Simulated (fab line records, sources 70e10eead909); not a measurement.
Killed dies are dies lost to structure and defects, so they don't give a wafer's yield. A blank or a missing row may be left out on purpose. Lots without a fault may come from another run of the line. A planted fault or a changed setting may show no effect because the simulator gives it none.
A struck lot beside a sound one | flow nand_harc | 15 steps out of a route of 1159
Sound: wafers L243.1, L243.3, L243.5. Struck: wafers L250.1, L250.4, L250.5. The cause comes at the end.
At each step with rows: each side's tool, then ch and its chambers, then its first start. Under that, the readings that differ: sound wafers | struck wafers | difference of the means | sigmas: that difference in standard deviations of wafers without a fault.
alike: readings whose means differ by less than 2 such deviations, and words and numbers that are the same on both sides. not compared: withheld readings, readings that some wafer has no value for, bounds like >300 that may hide the same value, and numbers for which the record gives no deviation and whose values overlap.
The two part at a step that has a row with sigmas, a row that says differs or no value, or rows on one side only. Numbers that don't overlap but have no deviation are shown without sigmas and don't part them. A reading that every wafer of one side lacks parts them only if that side has two wafers or more.

first, 9 steps without rows for these wafers: NHARC_P_ZERO_WELL_STRIP_28 (strips in SPM, time 840 s); NHARC_P_ZERO_WELL_DEHYDRATE_29 (time 120 s); NHARC_P_ZERO_WELL_HMDS_30 (time 30 s); NHARC_P_ZERO_WELL_COAT_31; NHARC_P_ZERO_WELL_SOFTBAKE_32 (time 95 s); NHARC_P_ZERO_WELL_EBR_33; NHARC_P_ZERO_WELL_EXPOSE_34 (exposes mask P PWELL, target cd 720 nm); NHARC_P_ZERO_WELL_PEB_35 (peb time 85 s); NHARC_P_ZERO_WELL_DEVELOP_36 (time 70 s).
NHARC_P_ZERO_WELL_CD_MEAS_37: target cd 720 nm.
  sound on cd_sem-02 ch 0, day 4 04:05; struck on cd_sem-02 ch 0, day 5 22:44
  alike: cd_nm
then, 1 step without rows for these wafers: NHARC_P_ZERO_WELL_HARDBAKE_38 (time 80 s).
NHARC_P_ZERO_WELL_DESCUM_39: chemistry O2, time 3 s.
  sound on rie_diel-09 ch 1,3, day 4 04:15; struck on rie_diel-07 ch 0,1,3, day 5 22:55
  alike: chamber_pressure_mTorr, drypump_motor_current_A, oes_product_au, rf_vpp_V, showerhead_plenum_p_Torr, throttle_valve_pct
  not compared: rf_hours_counter_h
NHARC_P_ZERO_WELL_IMPLANT_40:
  sound on implanter-02 ch 0, day 4 04:24; struck on implanter-02 ch 0, day 5 23:02
  reading            | sound                        | struck                           | difference  | sigmas
  dose_ions_cm2      | 9.99e+12 9.987e+12 9.999e+12 | 1.6972e+13 1.6984e+13 1.6963e+13 | +6.9810e+12 | +99 or more
  faraday_current_uA | 128.7 126.5 125.6            | 215.5 219.5 212.5                | +88.9       | +33
then, 2 steps without rows for these wafers: NHARC_P_ZERO_WELL_IMPLANT_59; NHARC_END_SORT_01.

WHERE THEY PART
Only at NHARC_P_ZERO_WELL_IMPLANT_40, within this record.

WHY: what the simulator had put in
Process parameter drift: implanter-02, from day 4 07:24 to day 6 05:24, at NHARC_P_ZERO_WELL_IMPLANT_40. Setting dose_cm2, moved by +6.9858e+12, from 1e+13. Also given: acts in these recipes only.
